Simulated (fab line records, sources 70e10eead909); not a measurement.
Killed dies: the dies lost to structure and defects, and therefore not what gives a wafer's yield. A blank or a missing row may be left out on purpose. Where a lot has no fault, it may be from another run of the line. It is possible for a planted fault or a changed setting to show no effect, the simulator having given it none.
Which of the tools did it? :: flow nandHarc :: 12 lots with 36 wafers sampled at 5 steps, on a route of 1302 steps

== WHAT EACH GAUGE READ, for each wafer ==
NHARC_P_STI_INSPECT_25. Usual: rawDefectCount reads 212 (standard deviation 73).
lot: L533
measured: day 4 16:26
on: defectInspect-02
rawDefectCount: 405 157 210
flag: 

lot: L534
measured: day 4 20:06
on: defectInspect-01
rawDefectCount: 197 191 216
flag: 

lot: L535
measured: day 5 08:04
on: defectInspect-02
rawDefectCount: 200 235 236
flag: 

lot: L543
measured: day 8 13:11
on: defectInspect-02
rawDefectCount: 212 256 229
flag: 

lot: L544
measured: day 8 22:38
on: defectInspect-02
rawDefectCount: 161 230 143
flag: 

lot: L545
measured: day 10 00:52
on: defectInspect-01
rawDefectCount: 223 86 196
flag: 

lot: L547
measured: day 10 00:52
on: defectInspect-02
rawDefectCount: 215 194 226
flag: 

lot: L548
measured: day 10 15:16
on: defectInspect-01
rawDefectCount: 183 280 337
flag: 

lot: L549
measured: day 10 22:39
on: defectInspect-01
rawDefectCount: 233 199 218
flag: 

lot: L551
measured: day 11 21:56
on: defectInspect-02
rawDefectCount: 124 161 151
flag: 

lot: L552
measured: day 12 11:40
on: defectInspect-01
rawDefectCount: 212 244 174
flag: 

lot: L554
measured: day 13 02:49
on: defectInspect-01
rawDefectCount: 245 170 196
flag: 

NHARC_END_SORT_01. Usual: killedAtArray 54, standard deviation 16; killedAtOther 0.6, standard deviation 0.86; killedAtPeriphery 3.8, standard deviation 2.6; killedDies 58, standard deviation 16; killedOpen 3.3, standard deviation 1.8; killedShort 2.7, standard deviation 1.7.
lot: L543
measured: day 28 14:43
on: prober-01
killedAtArray: 74 82 85
killedAtOther: 0 0 0
killedAtPeriphery: 603 595 592
killedDies: 677 677 677
killedOpen: 2 1 2
killedShort: 0 4 1
flag: OFF

lot: L544
measured: day 29 03:35
on: prober-01
killedAtArray: 42 42 43
killedAtOther: 0 0 1
killedAtPeriphery: 635 635 633
killedDies: 677 677 677
killedOpen: 1 3 5
killedShort: 2 2 1
flag: OFF

lot: L545
measured: day 30 13:27
on: prober-02
killedAtArray: 54 52 53
killedAtOther: 0 0 0
killedAtPeriphery: 623 625 624
killedDies: 677 677 677
killedOpen: 4 2 6
killedShort: 5 3 4
flag: OFF

== EACH LOT AND THE TOOL THAT RAN IT (in order: tool; ch and the chambers of the sampled wafers; start) ==
lot: L533
NHARC_P_STI_ETCH_31: rieDiel-11 ch 2,3, day 4 16:26 or earlier
NHARC_P_GATE_DESCUM_13: rieDiel-01 ch 1,2,3, day 5 01:08
NHARC_P_GATE_ALD_36: aldSin-01 ch 0,1, day 5 17:32

lot: L534
NHARC_P_STI_ETCH_31: rieDiel-04 ch 0,2, day 4 20:06 or earlier
NHARC_P_GATE_DESCUM_13: rieDiel-12 ch 0,2,3, day 5 05:21
NHARC_P_GATE_ALD_36: aldSin-04 ch 0,1, day 5 23:25

lot: L535
NHARC_P_STI_ETCH_31: rieDiel-10 ch 0,3, day 5 08:04 or earlier
NHARC_P_GATE_DESCUM_13: rieDiel-05 ch 0,2, day 5 17:35
NHARC_P_GATE_ALD_36: aldSin-03 ch 1,2, day 6 10:01

lot: L543
NHARC_P_STI_ETCH_31: rieDiel-04 ch 0,2, day 8 13:11 or earlier
NHARC_P_GATE_DESCUM_13: rieDiel-12 ch 1,2,3, day 9 00:47
NHARC_P_GATE_ALD_36: aldSin-04 ch 0,2, day 9 23:20

lot: L544
NHARC_P_STI_ETCH_31: rieDiel-10 ch 1,3, day 8 22:38 or earlier
NHARC_P_GATE_DESCUM_13: rieDiel-01 ch 0,1, day 9 07:09
NHARC_P_GATE_ALD_36: aldSin-03 ch 0,2,3, day 10 03:09

lot: L545
NHARC_P_STI_ETCH_31: rieDiel-04 ch 0,2,3, day 10 00:52 or earlier
NHARC_P_GATE_DESCUM_13: rieDiel-12 ch 0,2, day 10 09:44
NHARC_P_GATE_ALD_36: aldSin-01 ch 0,2, day 11 01:48

lot: L547
NHARC_P_STI_ETCH_31: rieDiel-04 ch 1,2, day 10 00:52 or earlier
NHARC_P_GATE_DESCUM_13: rieDiel-01 ch 1,3, day 10 09:55
NHARC_P_GATE_ALD_36: aldSin-04 ch 1,3, day 11 01:55

lot: L548
NHARC_P_STI_ETCH_31: rieDiel-11 ch 1,2,3, day 10 15:16 or earlier
NHARC_P_GATE_DESCUM_13: rieDiel-12 ch 0,1,3, day 10 23:56
NHARC_P_GATE_ALD_36: aldSin-01 ch 0,3, day 11 17:58

lot: L549
NHARC_P_STI_ETCH_31: rieDiel-11 ch 0,1,2, day 10 22:39 or earlier
NHARC_P_GATE_DESCUM_13: rieDiel-12 ch 0,3, day 11 07:55
NHARC_P_GATE_ALD_36: aldSin-04 ch 0,1,2, day 12 00:34

lot: L551
NHARC_P_STI_ETCH_31: rieDiel-04 ch 0,1,2, day 11 21:56 or earlier
NHARC_P_GATE_DESCUM_13: rieDiel-01 ch 0,1,2, day 12 06:27
NHARC_P_GATE_ALD_36: aldSin-01 ch 0,1,3, day 12 21:31

lot: L552
NHARC_P_STI_ETCH_31: rieDiel-04 ch 0,1,3, day 12 11:40 or earlier
NHARC_P_GATE_DESCUM_13: rieDiel-01 ch 0,3, day 12 20:26
NHARC_P_GATE_ALD_36: aldSin-04 ch 1,2, day 13 11:29

lot: L554
NHARC_P_STI_ETCH_31: rieDiel-04 ch 0,1,3, day 13 02:49 or earlier
NHARC_P_GATE_DESCUM_13: rieDiel-01 ch 0,1,3, day 13 14:02
NHARC_P_GATE_ALD_36: aldSin-01 ch 0,2,3, day 14 07:43
- NHARC_P_STI_ETCH_31: etches the open film in CF4/CHF3, target depth 108.9 nm, time 54.5 s.
- NHARC_P_GATE_DESCUM_13: chemistry O2, time 3 s.
- NHARC_P_GATE_ALD_36: deposits SiNx, target thk 20 nm, pulse time 60 s, ald cycles 223.

== WHAT THE TOOLS THEMSELVES READ (means of the sampled wafers that have a number; where no wafer has one, the mark that the record gives instead) ==
NHARC_P_STI_ETCH_31. Usual: drypumpMotorCurrentA 5.7 A, standard deviation 0.52; mfcArSccm 0.010 sccm, standard deviation 0.013; oesProductAu 0.958 a.u., standard deviation 0.017; rfVppV 371.4 V, standard deviation 2; showerheadPlenumPTorr 1.60 Torr, standard deviation 0.057; throttleValvePct 16.802 %, standard deviation 0.009.
lot: L533
tool: rieDiel-11
drypumpMotorCurrentA (A): 6.4
mfcArSccm (sccm): 0.012
oesProductAu (a.u.): 0.961
rfVppV (V): 368.9
showerheadPlenumPTorr (Torr): 1.54
throttleValvePct (%): 16.800
flag: 

lot: L534
tool: rieDiel-04
drypumpMotorCurrentA (A): 5.7
mfcArSccm (sccm): 0.001
oesProductAu (a.u.): 0.952
rfVppV (V): 369.7
showerheadPlenumPTorr (Torr): 1.53
throttleValvePct (%): 16.798
flag: 

lot: L535
tool: rieDiel-10
drypumpMotorCurrentA (A): 5.5
mfcArSccm (sccm): 0.016
oesProductAu (a.u.): 0.969
rfVppV (V): 373.3
showerheadPlenumPTorr (Torr): 1.65
throttleValvePct (%): 16.801
flag: 

lot: L543
tool: rieDiel-04
drypumpMotorCurrentA (A): 5.7
mfcArSccm (sccm): 0.001
oesProductAu (a.u.): 0.965
rfVppV (V): 369.4
showerheadPlenumPTorr (Torr): 1.53
throttleValvePct (%): 16.806
flag: 

lot: L544
tool: rieDiel-10
drypumpMotorCurrentA (A): 5.0
mfcArSccm (sccm): 0.014
oesProductAu (a.u.): 0.963
rfVppV (V): 373.6
showerheadPlenumPTorr (Torr): 1.66
throttleValvePct (%): 16.802
flag: 

lot: L545
tool: rieDiel-04
drypumpMotorCurrentA (A): 5.6
mfcArSccm (sccm): 0.000
oesProductAu (a.u.): 0.959
rfVppV (V): 369.4
showerheadPlenumPTorr (Torr): 1.56
throttleValvePct (%): 16.803
flag: 

lot: L547
tool: rieDiel-04
drypumpMotorCurrentA (A): 5.8
mfcArSccm (sccm): 0.005
oesProductAu (a.u.): 0.938
rfVppV (V): 370.1
showerheadPlenumPTorr (Torr): 1.57
throttleValvePct (%): 16.799
flag: 

lot: L548
tool: rieDiel-11
drypumpMotorCurrentA (A): 5.9
mfcArSccm (sccm): 0.015
oesProductAu (a.u.): 0.971
rfVppV (V): 370.2
showerheadPlenumPTorr (Torr): 1.56
throttleValvePct (%): 16.802
flag: 

lot: L549
tool: rieDiel-11
drypumpMotorCurrentA (A): 5.6
mfcArSccm (sccm): 0.023
oesProductAu (a.u.): 0.947
rfVppV (V): 371.8
showerheadPlenumPTorr (Torr): 1.61
throttleValvePct (%): 16.806
flag: 

lot: L551
tool: rieDiel-04
drypumpMotorCurrentA (A): 5.7
mfcArSccm (sccm): 0.004
oesProductAu (a.u.): 0.960
rfVppV (V): 371.2
showerheadPlenumPTorr (Torr): 1.58
throttleValvePct (%): 16.804
flag: 

lot: L552
tool: rieDiel-04
drypumpMotorCurrentA (A): 5.6
mfcArSccm (sccm): 0.004
oesProductAu (a.u.): 0.963
rfVppV (V): 371.7
showerheadPlenumPTorr (Torr): 1.61
throttleValvePct (%): 16.804
flag: 

lot: L554
tool: rieDiel-04
drypumpMotorCurrentA (A): 5.7
mfcArSccm (sccm): 0.004
oesProductAu (a.u.): 0.937
rfVppV (V): 372.2
showerheadPlenumPTorr (Torr): 1.61
throttleValvePct (%): 16.806
flag: 

NHARC_P_GATE_DESCUM_13. Usual: drypumpMotorCurrentA 5.6 A, standard deviation 0.4; mfcArSccm 0.011 sccm, standard deviation 0.012; oesProductAu 1.002 a.u., standard deviation 0.0066; rfVppV 58.0 V, standard deviation 0.99; showerheadPlenumPTorr 1.96 Torr, standard deviation 0.098; throttleValvePct 11.311 %, standard deviation 0.01.
lot: L533
tool: rieDiel-01
drypumpMotorCurrentA (A): 5.6
mfcArSccm (sccm): 0.026
oesProductAu (a.u.): 1.008
rfVppV (V): 57.5
showerheadPlenumPTorr (Torr): 2.04
throttleValvePct (%): 11.310
flag: 

lot: L534
tool: rieDiel-12
drypumpMotorCurrentA (A): 5.8
mfcArSccm (sccm): 0.003
oesProductAu (a.u.): 1.011
rfVppV (V): 57.2
showerheadPlenumPTorr (Torr): 1.84
throttleValvePct (%): 11.315
flag: 

lot: L535
tool: rieDiel-05
drypumpMotorCurrentA (A): 5.9
mfcArSccm (sccm): 0.005
oesProductAu (a.u.): 1.000
rfVppV (V): 58.5
showerheadPlenumPTorr (Torr): 1.86
throttleValvePct (%): 11.308
flag: 

lot: L543
tool: rieDiel-12
drypumpMotorCurrentA (A): 5.7
mfcArSccm (sccm): 0.003
oesProductAu (a.u.): 0.992
rfVppV (V): 57.6
showerheadPlenumPTorr (Torr): 1.93
throttleValvePct (%): 11.310
flag: 

lot: L544
tool: rieDiel-01
drypumpMotorCurrentA (A): 5.5
mfcArSccm (sccm): 0.017
oesProductAu (a.u.): 1.007
rfVppV (V): 57.9
showerheadPlenumPTorr (Torr): 2.03
throttleValvePct (%): 11.314
flag: 

lot: L545
tool: rieDiel-12
drypumpMotorCurrentA (A): 5.8
mfcArSccm (sccm): 0.005
oesProductAu (a.u.): 0.999
rfVppV (V): 57.6
showerheadPlenumPTorr (Torr): 1.88
throttleValvePct (%): 11.308
flag: 

lot: L547
tool: rieDiel-01
drypumpMotorCurrentA (A): 5.6
mfcArSccm (sccm): 0.031
oesProductAu (a.u.): 0.996
rfVppV (V): 58.4
showerheadPlenumPTorr (Torr): 2.03
throttleValvePct (%): 11.309
flag: 

lot: L548
tool: rieDiel-12
drypumpMotorCurrentA (A): 5.7
mfcArSccm (sccm): 0.000
oesProductAu (a.u.): 1.007
rfVppV (V): 57.8
showerheadPlenumPTorr (Torr): 1.89
throttleValvePct (%): 11.311
flag: 

lot: L549
tool: rieDiel-12
drypumpMotorCurrentA (A): 5.8
mfcArSccm (sccm): 0.000
oesProductAu (a.u.): 1.001
rfVppV (V): 57.3
showerheadPlenumPTorr (Torr): 1.80
throttleValvePct (%): 11.305
flag: 

lot: L551
tool: rieDiel-01
drypumpMotorCurrentA (A): 5.3
mfcArSccm (sccm): 0.015
oesProductAu (a.u.): 1.003
rfVppV (V): 58.1
showerheadPlenumPTorr (Torr): 2.03
throttleValvePct (%): 11.309
flag: 

lot: L552
tool: rieDiel-01
drypumpMotorCurrentA (A): 5.0
mfcArSccm (sccm): 0.011
oesProductAu (a.u.): 1.006
rfVppV (V): 58.7
showerheadPlenumPTorr (Torr): 2.01
throttleValvePct (%): 11.314
flag: 

lot: L554
tool: rieDiel-01
drypumpMotorCurrentA (A): 5.4
mfcArSccm (sccm): 0.020
oesProductAu (a.u.): 1.003
rfVppV (V): 58.5
showerheadPlenumPTorr (Torr): 2.02
throttleValvePct (%): 11.314
flag: 

NHARC_P_GATE_ALD_36. Usual: heaterPowerOuterW 498 W, standard deviation 69; heaterPowerW 806 W, standard deviation 81; precursorPulseHeightRel 1.000, standard deviation 0.018; susceptorTempC 400.01 C, standard deviation 0.22.
lot: L533
tool: aldSin-01
heaterPowerOuterW (W): 460
heaterPowerW (W): 740
precursorPulseHeightRel: 0.988
susceptorTempC (C): 400.14
flag: 

lot: L534
tool: aldSin-04
heaterPowerOuterW (W): 465
heaterPowerW (W): 775
precursorPulseHeightRel: 0.992
susceptorTempC (C): 400.26
flag: 

lot: L535
tool: aldSin-03
heaterPowerOuterW (W): 476
heaterPowerW (W): 794
precursorPulseHeightRel: 1.008
susceptorTempC (C): 399.89
flag: 

lot: L543
tool: aldSin-04
heaterPowerOuterW (W): -
heaterPowerW (W): -
precursorPulseHeightRel: -
susceptorTempC (C): -
flag: OFF

lot: L544
tool: aldSin-03
heaterPowerOuterW (W): -
heaterPowerW (W): -
precursorPulseHeightRel: -
susceptorTempC (C): -
flag: OFF

lot: L545
tool: aldSin-01
heaterPowerOuterW (W): -
heaterPowerW (W): -
precursorPulseHeightRel: -
susceptorTempC (C): -
flag: OFF

lot: L547
tool: aldSin-04
heaterPowerOuterW (W): 495
heaterPowerW (W): 833
precursorPulseHeightRel: 1.001
susceptorTempC (C): 399.91
flag: 

lot: L548
tool: aldSin-01
heaterPowerOuterW (W): 469
heaterPowerW (W): 742
precursorPulseHeightRel: 1.015
susceptorTempC (C): 399.84
flag: 

lot: L549
tool: aldSin-04
heaterPowerOuterW (W): 513
heaterPowerW (W): 847
precursorPulseHeightRel: 1.007
susceptorTempC (C): 400.10
flag: 

lot: L551
tool: aldSin-01
heaterPowerOuterW (W): 461
heaterPowerW (W): 735
precursorPulseHeightRel: 1.011
susceptorTempC (C): 399.91
flag: 

lot: L552
tool: aldSin-04
heaterPowerOuterW (W): 530
heaterPowerW (W): 856
precursorPulseHeightRel: 1.016
susceptorTempC (C): 399.98
flag: 

lot: L554
tool: aldSin-01
heaterPowerOuterW (W): 466
heaterPowerW (W): 747
precursorPulseHeightRel: 1.002
susceptorTempC (C): 400.07
flag: 

== THE ANSWER, worked out from the rows above alone ==
Rule: lot off if the mean of its wafers having a number is beyond 3 standard deviations from the usual mean. A lot without any number at a reading at which 4 lots or more have one is off too. Where the step has rows for the other lots, those lots are counted as sound. After the gauges, taken in route order, come the tools' own readings; for these a lot's mean is taken, as printed above. The first step at which some lot is off is used, and at that step the reading that is off furthest; a lot without a number counts as furthest.
Off, at NHARC_END_SORT_01 on killedAtPeriphery: L543, L544, L545. Neither off nor sound, because the step has no rows for them: L533, L534, L535, L547, L548, L549, L551, L552, L554.
A tool fits if, at a process step before that reading, it ran every lot that is off, and no sound lot after the first of them. Not tried: the gauges at NHARC_END_SORT_01; whatever is off there is also off at NHARC_P_GATE_ALD_36, on other tools, and gauge error can't account for it. NHARC_P_STI_ETCH_31 gives no start for some lots, so the hours and the order of its lots are those of NHARC_P_STI_INSPECT_25. Not one of the candidates tried fits.

== WHAT HAD BEEN PUT IN BY THE SIMULATOR ==
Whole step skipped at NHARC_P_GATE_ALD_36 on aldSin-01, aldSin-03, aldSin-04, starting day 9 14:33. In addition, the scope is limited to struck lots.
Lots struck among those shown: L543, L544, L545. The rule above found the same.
